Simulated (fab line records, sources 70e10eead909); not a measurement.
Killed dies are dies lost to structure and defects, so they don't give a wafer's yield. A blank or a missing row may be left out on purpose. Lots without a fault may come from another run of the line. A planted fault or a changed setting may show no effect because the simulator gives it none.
A struck lot beside a sound one | flow nand_harc | 15 steps out of a route of 1302
Sound: wafers L308.1, L308.2, L308.6. Struck: wafers L297.2, L297.4, L297.5. The cause comes at the end.
At each step with rows: each side's tool, then ch and its chambers, then its first start. Under that, the readings that differ: sound wafers | struck wafers | difference of the means | sigmas: that difference in standard deviations of wafers without a fault.
alike: readings whose means differ by less than 2 such deviations, and words and numbers that are the same on both sides. not compared: withheld readings, readings that some wafer has no value for, bounds like >300 that may hide the same value, and numbers for which the record gives no deviation and whose values overlap.
The two part at a step that has a row with sigmas, a row that says differs or no value, or rows on one side only. Numbers that don't overlap but have no deviation are shown without sigmas and don't part them. A reading that every wafer of one side lacks parts them only if that side has two wafers or more.

first, 7 steps without rows for these wafers: NHARC_P_ZERO_WELL_HMDS_30 (time 30 s); NHARC_P_ZERO_WELL_COAT_31; NHARC_P_ZERO_WELL_SOFTBAKE_32 (time 95 s); NHARC_P_ZERO_WELL_EBR_33; NHARC_P_ZERO_WELL_EXPOSE_34 (exposes mask P PWELL, target cd 720 nm); NHARC_P_ZERO_WELL_PEB_35 (peb time 85 s); NHARC_P_ZERO_WELL_DEVELOP_36 (time 70 s).
NHARC_P_ZERO_WELL_CD_MEAS_37: target cd 720 nm.
  sound on cd_sem-01 ch 0, day 8 16:01; struck on cd_sem-02 ch 0, day 4 02:15
  alike: cd_nm
then, 1 step without rows for these wafers: NHARC_P_ZERO_WELL_HARDBAKE_38 (time 80 s).
NHARC_P_ZERO_WELL_DESCUM_39: chemistry O2, time 3 s.
  sound on rie_diel-11 ch 2,3, day 8 16:11; struck on rie_diel-01 ch 0,1,3, day 4 02:25
  alike: drypump_motor_current_A, oes_product_au, rf_vpp_V, showerhead_plenum_p_Torr, throttle_valve_pct
  not compared: rf_hours_counter_h
then, 2 steps without rows for these wafers: NHARC_P_ZERO_WELL_IMPLANT_40; NHARC_P_ZERO_WELL_IMPLANT_59.
NHARC_P_ZERO_WELL_IMPLANT_60:
  sound on implanter-02 ch 0, day 8 16:42; struck on implanter-01, day 4 02:56
  no value came back on the struck wafers for beam_energy_keV, beam_on_s (s), faraday_current_uA; on the sound wafers beam_energy_keV reads 30.010 30.005 30.000
then, 1 step without rows for these wafers: NHARC_P_ZERO_WELL_STRIP_41 (strips in SPM, time 840 s).
-- the record jumps here: 22 days lie between the struck wafers' starts before and after (it left off in module P_ZERO_WELL and takes up again in module END, whose first step shown is number 1302 of the route) --
NHARC_END_SORT_01:
  the record has rows for the struck wafers here (prober-02 ch 0, day 25 16:25) and none for the sound ones

WHERE THEY PART
First at NHARC_P_ZERO_WELL_IMPLANT_60; last, within this record, at NHARC_END_SORT_01.

WHY: what the simulator had put in
Skipped step whole: implanter-01, from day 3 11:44 on, at NHARC_P_ZERO_WELL_IMPLANT_60. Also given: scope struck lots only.
